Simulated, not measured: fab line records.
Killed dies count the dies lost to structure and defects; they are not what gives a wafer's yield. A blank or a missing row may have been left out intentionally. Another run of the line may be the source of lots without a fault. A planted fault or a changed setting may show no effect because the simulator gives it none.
Chamber matching	flow n5 finfet	rie diel-04 running N5_FIN_SAQP_STRIP_55: 4 sister chambers
The step strips in N2/H2. 4 wafers are shown with their chamber, then 9 later ones without.

## WAFERS WITH THEIR CHAMBER
wafer	chamber	drypump motor current A (A)
L085.5	0	5.5
L086.1	3	5.7
L086.3	2	5.9
L086.4	1	6.2

## WAFERS WITH NO CHAMBER GIVEN
wafer	drypump motor current A (A)
L089.2	5.5
L089.3	6.1
L089.6	5.7
L090.1	6.2
L090.2	5.5
L090.3	5.7
L094.1	6.1
L094.2	5.7
L094.5	6.2

## EACH ONE'S CHAMBER
wafer	from the rows above	in truth
L089.2	0	0
L089.3	1	1
L089.6	3	3
L090.1	1	1
L090.2	0	0
L090.3	3	3
L094.1	1	1
L094.2	3	3
L094.5	1	1
Correct placement for 9 of the 9. Number that these rows cannot place: 0. 0 placed wrongly.
How it was worked out, from the rows above alone: a wafer's distance from a chamber is the root of the sum, over the readings, of the square of ((its reading less the chamber's mean) divided by the reading's scatter). If the next closest chamber is less than 2 further off than the closest, the wafer can't be placed; otherwise it belongs to the closest. A chamber's mean is the mean of its shown wafers. The scatter (one wafer shown for each chamber): square how far every hidden wafer sits from the nearest shown wafer, average those squares and take the square root.
